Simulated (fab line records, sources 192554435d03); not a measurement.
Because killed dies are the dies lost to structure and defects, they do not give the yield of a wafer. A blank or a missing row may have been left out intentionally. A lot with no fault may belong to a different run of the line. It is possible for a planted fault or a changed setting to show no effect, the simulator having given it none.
Split-lot study :: flow n5-finfet :: on a route of 1938 steps: 7 lots, 39 wafers read

== ON THE SPLIT ==
At N5_BEOL_M11_VIA_ETCH_34 (etches SiCOH lowk in C4F6/O2, target depth 184.5 nm, time 69.2 s), the setting time-s was moved away from the recipe's 69.2 s on 15 of the 39 wafers read, by -59.7% to +46.7%. All remaining wafers had this setting at the recipe value.

The reading is taken at the split's own step.

== THE READING ==
SOC_of_BEOL_M11_COAT_63.thk-nm (the simulator's own value, which no gauge read), in nm, at N5_BEOL_M11_VIA_ETCH_34 (etches SiCOH lowk in C4F6/O2, target depth 184.5 nm, time 69.2 s). No usual value for it is given in the file. Average 92.1 nm, standard deviation 0.36 nm, over the 24 wafers here run with the recipe.

wafer: L075.1
tool, chamber at the split: rie-diel-04, 2
time-s as run, s: 87.32
against the recipe: +26.2%
SOC_of_BEOL_M11_COAT_63.thk-nm, nm: 90
against lot-mates on the recipe: -2.4

wafer: L075.2
tool, chamber at the split: rie-diel-04, 3
time-s as run, s: 87.32
against the recipe: +26.2%
SOC_of_BEOL_M11_COAT_63.thk-nm, nm: 90
against lot-mates on the recipe: -2.4

wafer: L075.3
tool, chamber at the split: rie-diel-04, 0
time-s as run, s: 69.2
against the recipe: recipe
SOC_of_BEOL_M11_COAT_63.thk-nm, nm: 92.4
against lot-mates on the recipe: -

wafer: L075.4
tool, chamber at the split: rie-diel-04, 1
time-s as run, s: 87.32
against the recipe: +26.2%
SOC_of_BEOL_M11_COAT_63.thk-nm, nm: 90.2
against lot-mates on the recipe: -2.2

wafer: L075.5
tool, chamber at the split: rie-diel-04, 0
time-s as run, s: 69.2
against the recipe: recipe
SOC_of_BEOL_M11_COAT_63.thk-nm, nm: 92.4
against lot-mates on the recipe: -

wafer: L075.6
tool, chamber at the split: rie-diel-04, 1
time-s as run, s: 69.2
against the recipe: recipe
SOC_of_BEOL_M11_COAT_63.thk-nm, nm: 92.4
against lot-mates on the recipe: -

wafer: L076.1
tool, chamber at the split: rie-diel-04, 1
time-s as run, s: 69.2
against the recipe: recipe
SOC_of_BEOL_M11_COAT_63.thk-nm, nm: 92
against lot-mates on the recipe: -

wafer: L076.2
tool, chamber at the split: rie-diel-04, 2
time-s as run, s: 69.2
against the recipe: recipe
SOC_of_BEOL_M11_COAT_63.thk-nm, nm: 91.6
against lot-mates on the recipe: -

wafer: L076.3
tool, chamber at the split: rie-diel-04, 0
time-s as run, s: 69.2
against the recipe: recipe
SOC_of_BEOL_M11_COAT_63.thk-nm, nm: 91.6
against lot-mates on the recipe: -

wafer: L076.4
tool, chamber at the split: rie-diel-04, 3
time-s as run, s: 69.2
against the recipe: recipe
SOC_of_BEOL_M11_COAT_63.thk-nm, nm: 91.6
against lot-mates on the recipe: -

wafer: L076.5
tool, chamber at the split: rie-diel-04, 3
time-s as run, s: 69.2
against the recipe: recipe
SOC_of_BEOL_M11_COAT_63.thk-nm, nm: 91.4
against lot-mates on the recipe: -

wafer: L076.6
tool, chamber at the split: rie-diel-04, 0
time-s as run, s: 69.2
against the recipe: recipe
SOC_of_BEOL_M11_COAT_63.thk-nm, nm: 91.8
against lot-mates on the recipe: -

wafer: L085.1
tool, chamber at the split: rie-diel-05, 2
time-s as run, s: 98.6
against the recipe: +42.5%
SOC_of_BEOL_M11_COAT_63.thk-nm, nm: 88.6
against lot-mates on the recipe: -3.1

wafer: L085.2
tool, chamber at the split: rie-diel-05, 1
time-s as run, s: 69.2
against the recipe: recipe
SOC_of_BEOL_M11_COAT_63.thk-nm, nm: 91.6
against lot-mates on the recipe: -

wafer: L085.3
tool, chamber at the split: rie-diel-05, 0
time-s as run, s: 69.2
against the recipe: recipe
SOC_of_BEOL_M11_COAT_63.thk-nm, nm: 91.8
against lot-mates on the recipe: -

wafer: L085.4
tool, chamber at the split: rie-diel-05, 3
time-s as run, s: 98.6
against the recipe: +42.5%
SOC_of_BEOL_M11_COAT_63.thk-nm, nm: 88.6
against lot-mates on the recipe: -3.1

wafer: L085.5
tool, chamber at the split: rie-diel-05, 0
time-s as run, s: 98.6
against the recipe: +42.5%
SOC_of_BEOL_M11_COAT_63.thk-nm, nm: 88.8
against lot-mates on the recipe: -2.9

wafer: L085.6
tool, chamber at the split: rie-diel-05, 3
time-s as run, s: 69.2
against the recipe: recipe
SOC_of_BEOL_M11_COAT_63.thk-nm, nm: 91.8
against lot-mates on the recipe: -

wafer: L088.1
tool, chamber at the split: rie-diel-04, 0
time-s as run, s: 27.9
against the recipe: -59.7%
SOC_of_BEOL_M11_COAT_63.thk-nm, nm: 96.8
against lot-mates on the recipe: +4.9

wafer: L088.2
tool, chamber at the split: rie-diel-04, 1
time-s as run, s: 69.2
against the recipe: recipe
SOC_of_BEOL_M11_COAT_63.thk-nm, nm: 92
against lot-mates on the recipe: -

wafer: L088.3
tool, chamber at the split: rie-diel-04, 2
time-s as run, s: 27.9
against the recipe: -59.7%
SOC_of_BEOL_M11_COAT_63.thk-nm, nm: 96.8
against lot-mates on the recipe: +4.9

wafer: L088.4
tool, chamber at the split: rie-diel-04, 3
time-s as run, s: 69.2
against the recipe: recipe
SOC_of_BEOL_M11_COAT_63.thk-nm, nm: 91.8
against lot-mates on the recipe: -

wafer: L088.5
tool, chamber at the split: rie-diel-04, 1
time-s as run, s: 27.9
against the recipe: -59.7%
SOC_of_BEOL_M11_COAT_63.thk-nm, nm: 96.8
against lot-mates on the recipe: +4.9

wafer: L088.6
tool, chamber at the split: rie-diel-04, 2
time-s as run, s: 69.2
against the recipe: recipe
SOC_of_BEOL_M11_COAT_63.thk-nm, nm: 92
against lot-mates on the recipe: -

wafer: L090.1
tool, chamber at the split: rie-diel-05, 3
time-s as run, s: 69.2
against the recipe: recipe
SOC_of_BEOL_M11_COAT_63.thk-nm, nm: 92.4
against lot-mates on the recipe: -

wafer: L090.4
tool, chamber at the split: rie-diel-05, 3
time-s as run, s: 69.2
against the recipe: recipe
SOC_of_BEOL_M11_COAT_63.thk-nm, nm: 92.6
against lot-mates on the recipe: -

wafer: L090.5
tool, chamber at the split: rie-diel-05, 1
time-s as run, s: 69.2
against the recipe: recipe
SOC_of_BEOL_M11_COAT_63.thk-nm, nm: 92.2
against lot-mates on the recipe: -

wafer: L091.1
tool, chamber at the split: rie-diel-04, 0
time-s as run, s: 52.98
against the recipe: -23.4%
SOC_of_BEOL_M11_COAT_63.thk-nm, nm: 94.4
against lot-mates on the recipe: +2.0

wafer: L091.2
tool, chamber at the split: rie-diel-04, 2
time-s as run, s: 69.2
against the recipe: recipe
SOC_of_BEOL_M11_COAT_63.thk-nm, nm: 92.4
against lot-mates on the recipe: -

wafer: L091.3
tool, chamber at the split: rie-diel-04, 3
time-s as run, s: 52.98
against the recipe: -23.4%
SOC_of_BEOL_M11_COAT_63.thk-nm, nm: 93.6
against lot-mates on the recipe: +1.2

wafer: L091.4
tool, chamber at the split: rie-diel-04, 1
time-s as run, s: 52.98
against the recipe: -23.4%
SOC_of_BEOL_M11_COAT_63.thk-nm, nm: 94.4
against lot-mates on the recipe: +2.0

wafer: L091.5
tool, chamber at the split: rie-diel-04, 0
time-s as run, s: 69.2
against the recipe: recipe
SOC_of_BEOL_M11_COAT_63.thk-nm, nm: 92.4
against lot-mates on the recipe: -

wafer: L091.6
tool, chamber at the split: rie-diel-04, 1
time-s as run, s: 69.2
against the recipe: recipe
SOC_of_BEOL_M11_COAT_63.thk-nm, nm: 92.4
against lot-mates on the recipe: -

wafer: L094.1
tool, chamber at the split: rie-diel-04, 1
time-s as run, s: 69.2
against the recipe: recipe
SOC_of_BEOL_M11_COAT_63.thk-nm, nm: 92.4
against lot-mates on the recipe: -

wafer: L094.2
tool, chamber at the split: rie-diel-04, 3
time-s as run, s: 101.5
against the recipe: +46.7%
SOC_of_BEOL_M11_COAT_63.thk-nm, nm: 88.2
against lot-mates on the recipe: -4.2

wafer: L094.3
tool, chamber at the split: rie-diel-04, 0
time-s as run, s: 69.2
against the recipe: recipe
SOC_of_BEOL_M11_COAT_63.thk-nm, nm: 92.4
against lot-mates on the recipe: -

wafer: L094.4
tool, chamber at the split: rie-diel-04, 2
time-s as run, s: 101.5
against the recipe: +46.7%
SOC_of_BEOL_M11_COAT_63.thk-nm, nm: 88.6
against lot-mates on the recipe: -3.8

wafer: L094.5
tool, chamber at the split: rie-diel-04, 2
time-s as run, s: 101.5
against the recipe: +46.7%
SOC_of_BEOL_M11_COAT_63.thk-nm, nm: 88.4
against lot-mates on the recipe: -4.0

wafer: L094.6
tool, chamber at the split: rie-diel-04, 1
time-s as run, s: 69.2
against the recipe: recipe
SOC_of_BEOL_M11_COAT_63.thk-nm, nm: 92.4
against lot-mates on the recipe: -

THE FIT
A straight line over all 39 wafers: SOC_of_BEOL_M11_COAT_63.thk-nm changes by -0.0797 nm for each +1% of time-s; r = -0.99; the points scatter about the line by 0.32 nm.
The same after taking each lot's own level away (the mean of its wafers on the recipe; 39 wafers): -0.0807 nm for each +1%; r = -1.00; scatter 0.21 nm.
The reading moves by 4.8 nm for the largest change in time-s, on that fit.
From 91.67 to 92.40 nm: that is the span of the lots' own levels, equal to 2.1 times the standard deviation above.
Hence the lot-to-lot level has little effect on the slope; both slopes agree.
Check: with one of the wafers moved furthest among these (-59.7%) left out of the fit, the line predicts +4.79 nm for it against its lot-mates. It came out at +4.87 nm against them.

== OTHER SPLITS APPLIED TO THESE WAFERS ==
Before the reading, these wafers also passed through other splits. Each is held against what the fit with the lots' levels taken away leaves over:
other split on the same wafers: N5_BEOL_M6_TRENCH_ETCH_37 target-depth-a
wafers away from the commonest value: 12
r with SOC_of_BEOL_M11_COAT_63.thk-nm (lot level and that fit taken away): -0.03

other split on the same wafers: N5_BEOL_M9_ILD_DEP_00 time-s
wafers away from the commonest value: 18
r with SOC_of_BEOL_M11_COAT_63.thk-nm (lot level and that fit taken away): -0.17

== THE WHOLE CHAIN: every reading that the file lists as answering this split, in the file's order ==
step: N5_BEOL_M11_VIA_ETCH_34
what it does: etches SiCOH lowk in C4F6/O2, target depth 184.5 nm, time 69.2 s
reading: etch.depth-nm (the simulator's own value, which no gauge read)
change (the file's fit): +1.91 nm for each +1% of the setting
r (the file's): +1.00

step: N5_BEOL_M11_VIA_ETCH_34
what it does: etches SiCOH lowk in C4F6/O2, target depth 184.5 nm, time 69.2 s
reading: SOC_of_BEOL_M11_COAT_63.thk-nm (the simulator's own value, which no gauge read)
change (the file's fit): -0.0808 nm for each +1% of the setting
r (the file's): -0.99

== THE FILE'S OWN FIT ==
SOC_of_BEOL_M11_COAT_63.thk-nm changes by -0.0808 nm for each +1% of time-s, r = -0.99.
